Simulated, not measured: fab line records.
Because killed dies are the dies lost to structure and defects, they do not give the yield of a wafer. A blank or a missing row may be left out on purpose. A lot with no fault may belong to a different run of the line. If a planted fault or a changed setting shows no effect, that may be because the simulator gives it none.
fab line records | flow n5_finfet
record: lots: 10 wafers: 30 last_day: 19
route steps=1938 shown BEOL_M7@1279
lots that met no fault: taken from a fault-free run of the same line
start_h: hours from the record's opening day to when the first of the lot's shown wafers began | wait_h: how many hours have passed since the lot's step before this one | " unchanged from the row above | L1.1+2: one row covering several wafers at once | - no value, or no start was given | * or withheld: withheld | < > ~ a bound
route shown NAME@n: NAME is a module with steps in the file, n the number in the route of the first one | usual: mean/standard deviation of fault-free wafers | same: alike in all rows | chamber/n: place in a boat | sites: readings site by site | _std_site: the standard deviation of these | _edge_site: outer sites' mean less inner sites' | radius_mm: for every site, how far away it sits from the centre of the wafer | mask NAME#n: copy n | behind: the tool/chamber that last shaped the wafer | hold: why the lot was held/for how many hours/how that ended | device: the n, p or np transistor that did not switch | end of line: tests of these same wafers at the route's end | a step without rows: its recipe alone | killed: at the first sort, the dies lost to defects and structure; wafer yield is something else | map: a wafer's dies, x killed, . not, _ none there
set.NAME: setting as actually run; set.NAME@STEP: the setting as run at that earlier step | model.NAME: the simulator's own value behind a step, which no gauge read
a sample of lots followed through the steps of the route, with each step as a table and each wafer as a row
services: the hour from which a tool's chamber was out of use, counted from the record's first day as start_h (under 0 if before that day), plus the number of hours and why
== steps ==
step: N5_BEOL_M7_DESCUM_16
recipe: chemistry: O2 time_s: 7.9 source_power_w: 50 bias_power_w: 20 pressure_mtorr: 20 rf_frequency_hz: 2.712e+07 temp_c: 40 resist: CAR-ArF o2_flow_sccm: 225
usual: drypump_motor_current_A: 5.5/0.38 oes_product_au: 0.80/0.1 rf_fwd_power_W: 49.46/0.22 rf_vpp_V: 243.0/1.6 showerhead_plenum_p_Torr: 2.09/0.082 throttle_valve_pct: 20.46/0.26
columns lot.wafer tool chamber start_h wait_h drypump_motor_current_A oes_product_au rf_fwd_power_W rf_hours_counter_h rf_vpp_V showerhead_plenum_p_Torr throttle_valve_pct
L582.2 rie_diel-04 2 266.04 0.0 5.3 0.71 49.34 184 245.8 2.18 20.57
L582.3 " 3 " " 5.7 0.66 49.11 250 243.6 2.05 20.62
L582.6 " 3 " " 5.6 0.66 49.20 - 242.9 2.05 20.64
L584.2 rie_diel-04 3 288.62 0.0 5.6 0.65 49.17 259 242.3 2.05 20.65
L584.4 " 0 " " 5.8 0.88 49.52 46 242.8 2.06 20.33
L584.5 " 1 " " 6.3 0.98 49.22 - 246.0 2.24 20.21
L585.1 rie_diel-04 0 291.98 0.0 5.8 0.88 49.30 47 242.6 2.06 20.34
L585.2 " 1 " " 6.3 0.97 49.66 2 244.2 2.23 20.22
L585.6 " 2 " " 5.2 0.71 49.63 - 244.3 2.18 20.60
L587.2 rie_diel-06 2 310.56 0.0 5.2 0.69 49.62 244 242.9 2.16 20.55
L587.3 " 1 " " 5.7 0.71 49.43 234 243.0 1.98 20.38
L587.6 " 2 " " 5.2 0.69 49.63 - 244.5 2.16 20.54
L588.1 rie_diel-06 2 320.63 0.3 5.2 0.67 49.20 248 243.8 2.16 20.55
L588.3 " 0 " " 4.9 0.82 49.52 64 242.5 2.05 20.34
L588.4 " 3 " " 5.3 0.71 49.70 210 239.5 2.01 21.00
L591.1 rie_diel-04 0 323.76 0.2 5.8 0.85 49.18 60 242.1 2.06 20.33
L591.2 " 1 " " 6.3 0.93 49.40 15 246.0 2.23 20.21
L591.5 " 2 " " 5.2 0.70 49.72 - 243.7 2.17 20.63
L580.3 rie_diel-04 3 334.17 0.5 5.6 0.97 49.15 2 243.7 2.05 20.23
L580.4 " 1 " " 6.3 0.91 49.09 19 245.1 2.23 20.24
L580.6 " 2 " " 5.3 0.69 49.25 - 245.6 2.17 20.63
L594.2 rie_diel-06 3 340.57 1.5 5.3 0.70 49.19 220 241.7 2.00 21.01
L594.4 " 1 " " 5.7 0.70 49.27 - 241.6 1.97 20.40
L594.6 " 0 " " 4.9 0.80 49.60 - 242.3 2.05 20.33
L599.2 rie_diel-06 3 370.29 0.0 5.4 0.70 49.53 229 241.3 2.00 21.03
L599.5 " 2 " " 5.2 0.97 49.56 - 243.6 2.15 20.18
L599.6 " 3 " " 5.4 0.70 49.58 - 241.5 2.00 21.04
L600.2 rie_diel-06 0 375.30 0.0 4.9 0.80 49.51 84 243.6 2.04 20.36
L600.5 " 0 " " 4.9 0.80 49.55 - 242.9 2.04 20.35
L600.6 " 3 " " 5.3 0.71 49.40 - 241.9 2.00 21.04
step: N5_BEOL_M7_STRIP_19
recipe: chemistry: O2 power_w: 400 temp_c: 40 pressure_mtorr: 30 rf_frequency_hz: 6e+07 bias_power_w: 0 overash_fraction: 0.2 o2_flow_sccm: 225
usual: drypump_motor_current_A: 5.5/0.39 oes_product_au: 0.79/0.1 rf_vpp_V: 3.7/0.61 showerhead_plenum_p_Torr: 2.10/0.084 throttle_valve_pct: 16.69/0.25
columns lot.wafer tool chamber start_h wait_h drypump_motor_current_A oes_product_au rf_hours_counter_h rf_vpp_V showerhead_plenum_p_Torr throttle_valve_pct
L582.2 rie_diel-06 1 266.42 0.1 5.7 0.72 219 3.7 1.99 16.63
L582.3 " 2 " " 5.2 0.71 229 4.4 2.17 16.81
L582.6 " 1 " " 5.7 0.73 - 2.8 1.99 16.66
L584.2 rie_diel-04 0 289.01 0.1 5.8 0.88 47 4.0 2.07 16.51
L584.4 " 3 " " 5.6 0.66 259 5.0 2.06 16.94
L584.5 " 2 " " 5.2 0.70 - 3.9 2.18 16.86
L585.1 rie_diel-04 3 292.37 0.1 5.7 0.66 260 3.3 2.05 16.93
L585.2 " 1 " " 6.3 0.98 2 4.6 2.24 16.41
L585.6 " 3 " " 5.7 0.67 - 4.4 2.05 16.92
L587.2 rie_diel-06 0 310.95 0.1 4.9 0.82 60 4.1 2.06 16.52
L587.3 " 3 " " 5.4 0.70 206 3.1 2.01 17.19
L587.6 " 3 " " 5.4 0.71 - 3.2 2.01 17.17
L588.1 rie_diel-06 2 321.02 0.1 5.2 0.68 248 3.5 2.16 16.84
L588.3 " 0 " " 4.9 0.82 64 4.9 2.05 16.54
L588.4 " 1 " " 5.7 0.70 237 3.4 1.98 16.66
L591.1 rie_diel-04 0 324.24 0.1 5.8 0.86 60 4.4 2.06 16.53
L591.2 " 2 " " 5.2 0.70 207 4.3 2.18 16.90
L591.5 " 0 " " 5.8 0.84 - 3.3 2.06 16.54
L580.3 rie_diel-06 3 334.66 0.2 5.3 0.70 216 4.1 2.01 17.20
L580.4 " 3 " " 5.4 0.70 - 3.7 2.01 17.20
L580.6 " 1 " " 5.6 0.69 - 3.4 1.98 16.69
L594.2 rie_diel-06 1 341.94 0.2 5.7 0.71 248 3.4 1.98 16.70
L594.4 " 1 " " 5.7 0.69 - 4.6 1.98 16.69
L594.6 " 0 " " 4.9 0.80 - 3.2 2.05 16.54
L599.2 rie_diel-04 3 370.89 0.3 5.6 0.91 14 3.8 2.05 16.47
L599.5 " 1 " " 6.2 0.88 - 3.5 2.23 16.44
L599.6 " 2 " " 5.2 0.68 - 3.7 2.17 16.91
L600.2 rie_diel-04 3 375.69 0.1 5.6 0.91 16 3.0 2.05 16.46
L600.5 " 2 " " 5.2 0.68 - 4.0 2.17 16.92
L600.6 " 3 " " 5.6 0.93 - 4.0 2.05 16.45
step: N5_BEOL_M7_ETCH_41
recipe: chemistry: CH3F/O2 target: SiCN target_depth_a: 319 taper_deg: 2 time_s: 57.8 ion_energy_ev: 120 mask_material: TiN pressure_mtorr: 30 source_w: 395 bias_w: 75 Ar_flow_sccm: 150 CH3F_flow_sccm: 30 O2_flow_sccm: 20
usual: CH3F_flow_sccm: 30.02/0.094 drypump_motor_current_A: 5.5/0.39 oes_product_au: 0.80/0.11 rf_fwd_power_W: 392.0/1.2 rf_vpp_V: 296.8/1.7 showerhead_plenum_p_Torr: 1.99/0.085 throttle_valve_pct: 16.31/0.28
columns lot.wafer tool chamber start_h wait_h CH3F_flow_sccm drypump_motor_current_A oes_product_au rf_fwd_power_W rf_hours_counter_h rf_vpp_V showerhead_plenum_p_Torr throttle_valve_pct
L582.2 rie_diel-06 3 268.83 - 30.12 5.3 0.72 393.6 192 294.6 1.91 16.72
L582.3 " 0 " " 30.09 4.9 0.83 392.4 47 297.7 1.95 16.09
L582.6 " 0 " " 29.95 4.9 0.82 394.5 - 297.0 1.95 16.08
L584.2 rie_diel-06 1 290.78 - 30.01 5.7 0.73 391.7 227 295.4 1.91 16.38
L584.4 " 3 " " 30.06 5.3 0.73 390.3 200 294.9 1.91 16.73
L584.5 " 0 " " 29.96 4.9 0.82 394.5 - 295.1 1.95 16.09
L585.1 rie_diel-04 1 295.54 - 30.08 6.2 0.96 392.5 3 299.1 2.15 16.12
L585.2 " 0 " " 30.00 5.8 0.88 390.6 48 295.5 1.96 16.08
L585.6 " 1 " " 30.13 6.3 0.98 392.4 - 299.9 2.15 16.14
L587.2 rie_diel-04 0 314.96 - 29.94 5.8 0.85 391.4 55 295.4 1.96 16.09
L587.3 " 1 " " 29.97 6.3 0.94 393.9 10 300.8 2.15 16.15
L587.6 " 0 " " 29.90 5.8 0.85 394.2 - 295.9 1.96 16.10
L588.1 rie_diel-04 2 322.30 - 30.16 5.2 0.65 297.9 206 326.7 2.08 16.54
L588.3 " 1 " " 30.07 6.3 0.93 392.1 14 300.1 2.15 16.14
L588.4 " 1 " " 29.89 6.3 0.92 392.6 - 299.5 2.15 16.15
L591.1 rie_diel-06 3 326.46 - 30.01 5.4 0.71 391.5 213 293.8 1.90 16.76
L591.2 " 0 " " 29.96 4.9 0.81 391.2 66 296.4 1.95 16.14
L591.5 " 1 " " 30.01 5.7 0.71 392.8 - 294.2 1.91 16.40
L580.3 rie_diel-06 1 336.43 - 30.16 5.7 0.71 392.5 245 294.6 1.90 16.41
L580.4 " 1 " " 29.92 5.7 0.71 391.9 - 295.1 1.90 16.42
L580.6 " 0 " " 29.98 4.9 0.80 394.0 - 296.7 1.95 16.13
L594.2 rie_diel-04 2 343.96 - 30.21 5.2 0.65 299.1 214 325.5 2.08 16.57
L594.4 " 0 " " 29.93 5.8 0.84 392.2 67 295.0 1.96 16.11
L594.6 " 1 " " 30.05 6.2 0.91 393.6 - 299.5 2.14 16.17
L599.2 rie_diel-02 1 374.41 - 30.10 6.1 0.68 390.6 215 294.6 1.89 16.11
L599.5 " 1 " " 30.01 6.1 0.68 392.4 - 296.5 1.89 16.12
L599.6 " 2 " " 30.05 5.5 0.96 392.7 - 296.6 1.97 15.93
L600.2 rie_diel-06 0 378.26 - 30.07 4.9 0.79 392.7 84 296.2 1.94 16.16
L600.5 " 2 " " 30.00 5.2 0.96 393.3 - 299.6 2.05 16.00
L600.6 " 1 " " 30.00 5.7 0.99 390.5 - 301.0 2.15 15.93
step: N5_BEOL_M7_CURE_75
recipe: temp_c: 370 time_s: 120 ambient: DMADMS/He material: SiCOH_lowk
usual: lamp_power_pct: 52.31/0.055 wafer_temp_C_max: 371.5/0.46
columns lot.wafer tool chamber start_h wait_h lamp_power_pct wafer_temp_C_max
L582.2 uv_cure-03 1 269.22 0.1 52.28 372.3
L582.3 " 1 " " 52.26 371.9
L582.6 " 1 " " 52.36 372.0
L584.2 uv_cure-01 1 291.15 0.1 52.36 371.3
L584.4 " 1 " " 52.28 371.1
L584.5 " 1 " " 52.21 371.5
L585.1 uv_cure-02 1 295.96 0.1 52.27 371.3
L585.2 " 1 " " 52.30 371.1
L585.6 " 1 " " 52.31 371.3
L587.2 uv_cure-03 2 315.40 0.2 52.29 371.8
L587.3 " 2 " " 52.24 371.6
L587.6 " 2 " " 52.26 371.3
L588.1 uv_cure-01 1 322.65 0.1 52.30 371.1
L588.3 " 1 " " 52.34 371.0
L588.4 " 1 " " 52.35 371.1
L591.1 uv_cure-03 1 326.88 0.1 52.35 372.4
L591.2 " 1 " " 52.39 371.5
L591.5 " 1 " " 52.25 372.2
L580.3 uv_cure-02 0 336.85 0.1 52.33 372.3
L580.4 " 0 " " 52.35 371.5
L580.6 " 0 " " 52.27 372.1
L594.2 uv_cure-02 0 344.33 0.1 52.26 371.5
L594.4 " 0 " " 52.32 371.5
L594.6 " 0 " " 52.38 371.9
L599.2 uv_cure-01 1 374.78 0.1 52.28 372.0
L599.5 " 1 " " 52.21 371.3
L599.6 " 1 " " 52.18 371.6
L600.2 uv_cure-03 2 378.63 0.1 52.22 371.2
L600.5 " 2 " " 52.25 371.3
L600.6 " 2 " " 52.31 371.3
== services ==
columns tool chamber start_h hours kind
rie_diel-02 - 257.06 72.1 repair
rie_diel-04 1 265.95 - clean
uv_cure-01 - 279.90 0.5 repair
uv_cure-02 - 281.24 7.5 pm
uv_cure-03 - 289.04 7.5 pm
rie_diel-04 3 294.15 6.5 repair
rie_diel-06 2 324.33 - clean
rie_diel-06 2 324.33 - consumable_replace:focus_ring
rie_diel-06 2 324.33 21.0 scheduled_down
rie_diel-06 2 324.33 21.0 vent_cycle
rie_diel-02 - 329.20 14.6 pm
rie_diel-06 3 331.95 2.6 repair
rie_diel-04 - 336.59 4.8 repair
rie_diel-06 - 338.02 0.6 repair
rie_diel-06 1 345.30 - clean
rie_diel-06 1 345.30 - consumable_replace:focus_ring
rie_diel-06 1 345.30 - consumable_replace:showerhead
rie_diel-06 1 345.30 15.0 scheduled_down
rie_diel-06 1 345.30 15.0 vent_cycle
rie_diel-06 0 347.58 3.7 repair
rie_diel-06 - 354.64 4.3 pm
uv_cure-01 - 355.77 0.8 repair
uv_cure-02 - 373.16 0.4 repair
uv_cure-01 - 377.69 6.0 pm
== key ==
first_sign: step: N5_BEOL_M7_ETCH_41 reading: rf_fwd_power_W direction: down sigmas: 76 usual: * struck: *
effect: step: N5_BEOL_M7_ETCH_41 reading: rf_vpp_V direction: up sigmas: 17 usual: 296.8 struck: 326.1
met_at N5_BEOL_M7_ETCH_41
struck_lots L588,L594
struck_wafers L588.1,L594.2
not_acting_at N5_BEOL_M7_DESCUM_16,N5_BEOL_M7_STRIP_19,N5_BEOL_M7_CURE_75
fault: kind: process_parameter_drift tool: rie_diel-04 chamber: 2 onset_h: 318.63 steps: N5_BEOL_M7_ETCH_41 channel: source_w offset: -94.8 shape: step end_h: 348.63 acts_in: these_recipes_only stated: 395
